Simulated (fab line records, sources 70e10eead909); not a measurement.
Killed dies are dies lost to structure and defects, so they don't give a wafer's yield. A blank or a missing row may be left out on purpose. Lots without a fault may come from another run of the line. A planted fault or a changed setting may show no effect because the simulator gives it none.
fab line records | flow nand_harc
record lots=12 wafers=36 last_day=25
route steps=1159 shown P_GATE@182 END@1159
lots that met no fault: from a run of the same line without faults
start_h: hours from the record's first day to the start of the lot's first wafer shown | wait_h: hours since the lot's step before | " the same as in the row above | L1.1+2: a row that stands for several wafers | - no value, or no start given | * or withheld: withheld | < > ~ a bound
route shown NAME@n: a module of which the file shows steps, and the number in the route of the first | usual: mean/standard deviation of fault-free wafers | same: alike in all rows | chamber/n: place in a boat | sites: the reading at each site | _std_site: their standard deviation | _edge_site: outer sites' mean less inner sites' | radius_mm: how far each site lies from the wafer's centre | mask NAME#n: copy n | behind: the tool/chamber that last shaped the wafer | hold: why the lot was held/for how many hours/how that ended | device: the transistor (n, p or np) that didn't switch | end of line: the same wafers' tests at the end of the route | a step without rows: its recipe alone | killed: dies lost to structure and defects at the first sort, not the wafer's yield | map: a wafer's dies, x killed, . not, _ none there
set.NAME: the setting as run; set.NAME@STEP: as run at that earlier step | model.NAME: the simulator's own value behind a step, which no gauge read
steps of the route over a sample of lots; a table a step, a row a wafer
services: from which hour (start_h, from the record's first day; less than 0 if before it) a tool's chamber was out of use, for how many hours, and why
## steps
# step NHARC_P_GATE_EXPOSE_56
# recipe na=0.6 target_cd_nm=720 dose_mj=14.81 mask_id=P_PSD
# columns lot.wafer tool chamber start_h wait_h mask
L208.3+4+6 krf_scanner-04 0 120.36 - P_PSD#0
L207.1+2+6 krf_scanner-03 0 120.57 - P_PSD#0
L206.2+4+6 krf_scanner-03 0 126.14 - P_PSD#0
L210.2+3+5 krf_scanner-03 0 135.09 - P_PSD#0
L213.2+3+6 krf_scanner-03 0 145.34 - P_PSD#0
L212.1+4+6 krf_scanner-04 0 146.14 - P_PSD#0
L215.1+4+6 krf_scanner-04 0 155.78 - P_NSD#0
L224.2+3+4 krf_scanner-03 0 222.90 - P_PSD#0
L225.4+5+6 krf_scanner-03 0 223.14 - P_PSD#0
L226.2+5+6 krf_scanner-03 0 230.05 - P_PSD#0
L227.3+4+5 krf_scanner-01 0 238.95 - P_PSD#0
L228.3+4+6 krf_scanner-03 0 239.84 - P_PSD#0
# step NHARC_P_GATE_CD_MEAS_59
# recipe target_cd_nm=720 landing_energy_ev=500
# usual cd_nm=719.2/1.3
# columns lot.wafer tool chamber start_h wait_h cd_nm
L208.3 cd_sem-03 0 120.51 - 718.5
L208.4 " 0 " " 720.7
L208.6 " 0 " " 720.2
L207.1 cd_sem-01 0 120.72 - 719.2
L207.2 " 0 " " 716.6
L207.6 " 0 " " 718.0
L206.2 cd_sem-01 0 126.30 - 720.2
L206.4 " 0 " " 720.5
L206.6 " 0 " " 719.8
L210.2 cd_sem-01 0 135.24 - 718.0
L210.3 " 0 " " 717.0
L210.5 " 0 " " 717.0
L213.2 cd_sem-03 0 145.49 - 718.2
L213.3 " 0 " " 717.4
L213.6 " 0 " " 717.5
L212.1 cd_sem-03 0 146.29 - 719.3
L212.4 " 0 " " 717.4
L212.6 " 0 " " 718.2
L215.1 cd_sem-03 0 155.94 - -
L215.4 " 0 " " -
L215.6 " 0 " " -
L224.2 cd_sem-03 0 223.06 - 719.4
L224.3 " 0 " " 719.8
L224.4 " 0 " " 719.3
L225.4 cd_sem-03 0 223.29 - 721.2
L225.5 " 0 " " 720.5
L225.6 " 0 " " 721.2
L226.2 cd_sem-01 0 230.20 - 719.6
L226.5 " 0 " " 720.1
L226.6 " 0 " " 721.4
L227.3 cd_sem-02 0 239.10 - 719.9
L227.4 " 0 " " 718.1
L227.5 " 0 " " 719.9
L228.3 cd_sem-02 0 239.99 - 718.9
L228.4 " 0 " " 720.0
L228.6 " 0 " " 720.4
# step NHARC_P_GATE_DESCUM_93
# recipe time_s=3 o2_flow_sccm=200 ar_flow_sccm=0 bias_power_w=0 chemistry=O2
# usual drypump_motor_current_A=5.5/0.57 o2_flow_sccm=200.0/0.6 oes_product_au=0.998/0.0071 rf_vpp_V=57.7/0.83 showerhead_plenum_p_Torr=1.91/0.07 throttle_valve_pct=11.311/0.0094
# columns lot.wafer tool chamber start_h wait_h drypump_motor_current_A o2_flow_sccm oes_product_au rf_hours_counter_h rf_vpp_V showerhead_plenum_p_Torr throttle_valve_pct
L208.3 rie_diel-08 3 122.38 - 5.5 199.9 0.986 57 58.0 1.80 11.321
L208.4 " 2 " " 5.2 200.8 1.006 56 58.5 1.76 11.318
L208.6 " 3 " " 5.5 199.4 0.984 - 58.6 1.80 11.303
L207.2 rie_diel-08 1 122.62 - 6.4 200.9 1.011 56 57.2 1.87 11.297
L207.1 " 3 " " 5.5 199.1 0.992 57 58.5 1.80 11.287
L207.6 " 0 " " 5.9 200.6 1.003 - 56.9 1.80 11.317
L206.4 rie_diel-07 3 128.08 - 5.1 199.8 0.995 12 56.5 1.86 11.325
L206.2 " 1 " " 5.0 200.1 1.004 14 58.6 2.01 11.319
L206.6 " 2 " " 4.9 199.5 1.004 - 58.6 1.98 11.299
L210.2 rie_diel-04 3 137.11 - 6.7 200.5 0.987 6 55.9 1.84 11.310
L210.3 " 0 " " 5.9 200.2 0.991 6 57.2 1.98 11.301
L210.5 " 2 " " 5.4 199.5 0.989 - 58.2 1.92 11.308
L213.2 rie_diel-04 1 147.39 - 5.0 200.5 0.997 11 58.4 1.91 11.321
L213.3 " 0 " " 5.9 200.6 1.006 10 57.2 1.98 11.307
L213.6 " 1 " " 5.0 199.9 0.999 - 58.1 1.91 11.308
L212.4 rie_diel-04 2 148.19 - 5.4 200.1 0.999 12 58.8 1.91 11.314
L212.1 " 0 " " 5.9 201.2 0.998 10 58.4 1.98 11.313
L212.6 " 1 " " 5.0 200.6 0.990 - 55.5 1.91 11.312
L215.1 rie_diel-07 0 157.69 - 5.3 200.5 0.997 20 59.1 1.98 11.307
L215.4 " 2 " " 5.0 198.6 1.007 14 59.5 1.98 11.327
L215.6 " 0 " " 5.3 200.8 0.992 - 58.2 1.98 11.324
L224.3 rie_diel-08 0 224.82 - 5.9 198.2 0.996 37 56.7 1.79 11.316
L224.4 " 1 " " 6.4 199.2 0.996 36 56.3 1.86 11.323
L224.2 " 3 " " 5.5 200.3 1.003 40 57.3 1.79 11.314
L225.4 rie_diel-04 2 225.17 - 5.4 200.3 1.006 37 56.1 1.90 11.298
L225.6 " 2 " " 5.3 199.8 1.000 - 56.9 1.90 11.317
L225.5 " 3 " " 6.7 199.4 0.999 - 57.2 1.83 11.324
L226.2 rie_diel-04 3 232.15 - 6.7 201.0 0.984 41 57.0 1.83 11.314
L226.5 " 0 " " 5.9 200.7 0.994 - 58.5 1.97 11.309
L226.6 " 1 " " 5.0 199.9 0.987 - 58.1 1.90 11.317
L227.3 rie_diel-07 3 240.98 - 5.1 199.8 0.997 2 56.4 1.86 11.314
L227.4 " 2 " " 5.0 200.1 0.994 1 57.6 1.97 11.293
L227.5 " 0 " " 5.3 199.6 0.994 - 57.7 1.98 11.302
L228.3 rie_diel-07 2 241.76 - 4.9 200.6 1.009 1 56.0 1.97 11.315
L228.4 " 0 " " 5.3 199.5 1.006 2 57.8 1.98 11.320
L228.6 " 3 " " 5.1 199.9 1.005 - 56.7 1.86 11.329
# step NHARC_P_GATE_STRIP_95
# recipe power_w=1500 temp_c=250 chemistry=O2
# usual drypump_motor_current_A=5.9/0.48 heater_power_w=332/25
# columns lot.wafer tool chamber start_h wait_h drypump_motor_current_A heater_power_w rf_hours_counter_h
L208.3 plasma_asher-02 1 123.51 0.4 5.3 366 -
L208.4 " 0 " " 5.8 339 -
L208.6 " 1 " " 5.3 360 -
L207.2 plasma_asher-01 1 123.69 0.6 5.7 297 5
L207.1 " 0 " " 6.6 333 5
L207.6 " 0 " " 6.6 337 -
L206.2 plasma_asher-02 0 129.19 0.5 5.8 336 39
L206.4 " 1 " " 5.3 354 -
L206.6 " 0 " " 5.8 340 -
L210.2 plasma_asher-02 0 138.20 0.5 5.8 334 43
L210.3 " 1 " " 5.3 368 -
L210.5 " 1 " " 5.3 347 -
L213.2 plasma_asher-02 0 148.47 0.6 5.8 345 47
L213.3 " 0 " " 5.9 338 -
L213.6 " 0 " " 5.8 334 -
L212.1 plasma_asher-01 1 149.28 0.5 5.7 297 13
L212.4 " 0 " " 6.6 329 -
L212.6 " 1 " " 5.8 308 -
L215.1 plasma_asher-01 1 158.77 0.5 5.8 305 17
L215.4 " 0 " " 6.6 331 -
L215.6 " 1 " " 5.8 296 -
L224.2 plasma_asher-01 0 225.92 0.5 6.6 335 44
L224.3 " 1 " " 5.7 300 -
L224.4 " 0 " " 6.6 333 -
L225.4 plasma_asher-02 0 226.27 0.4 5.8 339 -
L225.6 " 0 " " 5.8 338 -
L225.5 " 1 " " 5.3 376 -
L226.2 plasma_asher-01 0 233.23 0.5 6.6 329 46
L226.5 " 1 " " 5.8 308 -
L226.6 " 0 " " 6.6 331 -
L227.4 plasma_asher-01 1 242.11 0.4 5.8 291 -
L227.3 " 0 " " 6.6 328 -
L227.5 " 0 " " 6.6 336 -
L228.3 plasma_asher-02 1 242.86 0.4 5.3 390 -
L228.4 " 0 " " 5.8 333 -
L228.6 " 0 " " 5.8 342 -
# step NHARC_P_GATE_RTA_64
# recipe temp_c=1050 time_s=1
# usual lamp_power_pct=32.5/2 wafer_temp_C_max=1054.6/2.1
# columns lot.wafer tool chamber start_h wait_h lamp_power_pct wafer_temp_C_max
L208.3 rtp_anneal-02 0 124.11 - 30.5 1053.0
L208.4 " 0 " " 30.5 1052.7
L208.6 " 0 " " 30.6 1053.2
L207.1 rtp_anneal-01 0 124.32 - 34.4 1056.1
L207.2 " 0 " " 34.4 1056.2
L207.6 " 0 " " 34.4 1054.4
L206.2 rtp_anneal-01 0 129.77 - 34.5 1055.4
L206.4 " 0 " " 34.4 1054.9
L206.6 " 0 " " 34.4 1054.8
L210.2 rtp_anneal-02 0 138.78 - 30.5 1052.4
L210.3 " 0 " " 30.5 1052.8
L210.5 " 0 " " 30.5 1052.7
L213.2 rtp_anneal-02 0 149.30 - 30.5 1052.1
L213.3 " 0 " " 30.5 1053.0
L213.6 " 0 " " 30.5 1053.0
L212.1 rtp_anneal-01 0 149.88 - 34.4 1055.5
L212.4 " 0 " " 34.4 1056.6
L212.6 " 0 " " 34.4 1056.7
L215.1 rtp_anneal-01 0 159.33 - 34.5 1058.0
L215.4 " 0 " " 34.5 1058.6
L215.6 " 0 " " 34.5 1057.5
L224.2 rtp_anneal-02 0 226.50 - 30.5 1053.2
L224.3 " 0 " " 30.5 1053.0
L224.4 " 0 " " 30.5 1051.3
L225.4 rtp_anneal-02 0 226.91 - 30.6 1053.3
L225.5 " 0 " " 30.6 1054.3
L225.6 " 0 " " 30.5 1052.8
L226.2 rtp_anneal-02 0 233.82 - 30.5 1052.9
L226.5 " 0 " " 30.5 1052.7
L226.6 " 0 " " 30.6 1052.7
L227.3 rtp_anneal-02 0 242.71 - 30.5 1052.9
L227.4 " 0 " " 30.5 1053.3
L227.5 " 0 " " 30.5 1052.7
L228.3 rtp_anneal-01 0 243.49 - 34.4 1053.9
L228.4 " 0 " " 34.4 1056.1
L228.6 " 0 " " 34.4 1059.0
# step NHARC_END_SORT_01
# recipe temp_c=25
# usual killed_at_array=27/11 killed_at_other=0.7/0.93 killed_at_periphery=2.9/1.9 killed_dies=30/11 killed_open=3.1/1.7 killed_short=1.9/1.3
# same gross_dies=677
# columns lot.wafer tool chamber start_h wait_h killed_at_array killed_at_other killed_at_periphery killed_dies killed_open killed_short
L215.1 prober-01 0 490.04 2.5 30 0 647 677 3 2
L215.4 prober-01 0 492.44 3.4 24 0 653 677 2 3
L215.6 prober-01 0 494.04 4.0 37 0 640 677 4 4
# killed by level:class
L215.1 P_GATE:area_expose=647 A_CHANNEL_HOLE_D1:chamber_film_flake=11 A_STAIRCASE:chamber_film_flake=9 A_CHANNEL_FILL_D1:geometric_particle:short=2 A_CONTACT:chamber_film_flake=2 A_ONON_D1:geometric_particle:open=1 A_CHANNEL_FILL_D1:geometric_particle:open=1 A_BLC:geometric_particle:open=1
L215.4 P_GATE:area_expose=653 A_CHANNEL_HOLE_D1:chamber_film_flake=10 A_STAIRCASE:chamber_film_flake=6 A_BLC:chamber_film_flake=2 A_CHANNEL_FILL_D1:geometric_particle:short=1 A_SGD_CUT:geometric_particle:short=1 A_WL_FILL:geometric_particle:open=1 A_CONTACT:geometric_particle:short=1
L215.6 P_GATE:area_expose=640 A_STAIRCASE:chamber_film_flake=13 A_CHANNEL_HOLE_D1:chamber_film_flake=12 A_CONTACT:geometric_particle:short=2 A_WL_FILL:chamber_film_flake=2 A_STAIRCASE:geometric_particle:short=1 A_SGD_CUT:geometric_particle:open=1 A_WL_FILL:geometric_particle:open=1
## services
# columns tool chamber start_h hours kind
plasma_asher-01 - 99.05 9.0 pm
plasma_asher-01 0 99.05 9.0 vent_cycle
plasma_asher-01 1 99.05 9.0 vent_cycle
plasma_asher-01 0 108.05 - clean
rie_diel-07 3 108.64 10.0 repair
rie_diel-04 - 111.99 9.0 pm
rie_diel-07 2 112.09 6.9 repair
rie_diel-08 - 124.93 9.0 pm
krf_scanner-04 - 126.00 4.0 pm
krf_scanner-03 0 134.73 - calibration
rie_diel-07 2 136.51 10.7 repair
krf_scanner-03 - 168.00 4.0 pm
rie_diel-07 3 168.76 12.6 repair
krf_scanner-04 - 176.33 0.4 repair
plasma_asher-02 - 183.08 9.0 pm
rie_diel-07 1 187.53 10.0 repair
rie_diel-04 2 190.99 3.0 repair
plasma_asher-02 - 200.75 1.5 repair
krf_scanner-01 - 218.27 5.0 repair
rie_diel-07 - 228.20 9.0 pm
krf_scanner-01 - 229.22 0.4 repair
rie_diel-04 2 230.12 1.6 repair
krf_scanner-03 - 235.55 1.6 repair
krf_scanner-03 - 241.27 7.3 repair
## key
first_sign step=NHARC_P_GATE_EXPOSE_56 reading=mask direction=changed
effect step=NHARC_P_GATE_CD_MEAS_59 reading=cd_nm direction=missing
effect step=NHARC_END_SORT_01 reading=killed_at_periphery direction=up sigmas=99+ usual=2.9 struck=646.7
more_kills_born_at NHARC_P_GATE_EXPOSE_56@krf_scanner-04=1940
met_at NHARC_P_GATE_EXPOSE_56
struck_lots L215
later_rows_left_out L215.1,L215.4,L215.6
tester_left_out L215
not_acting_at NHARC_P_GATE_DESCUM_93,NHARC_P_GATE_STRIP_95,NHARC_P_GATE_RTA_64
onset_between 146.14 155.78
fault kind=wrong_mask tool=any chamber=- onset_h=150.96 steps=NHARC_P_GATE_EXPOSE_56 aux_copy=P_NSD#0 scope=struck_lots_only
# tester_left_out: of these lots the tester's yield and bins aren't shown, on N5 and GAA mostly nor the transistor test; their killed dies are dies lost to structure and defects alone, not to doping, threshold or leakage, so they don't give the yield
# later_rows_left_out: the simulator's readings of these wafers behind a module that went badly wrong aren't trusted and aren't shown, but for the sort
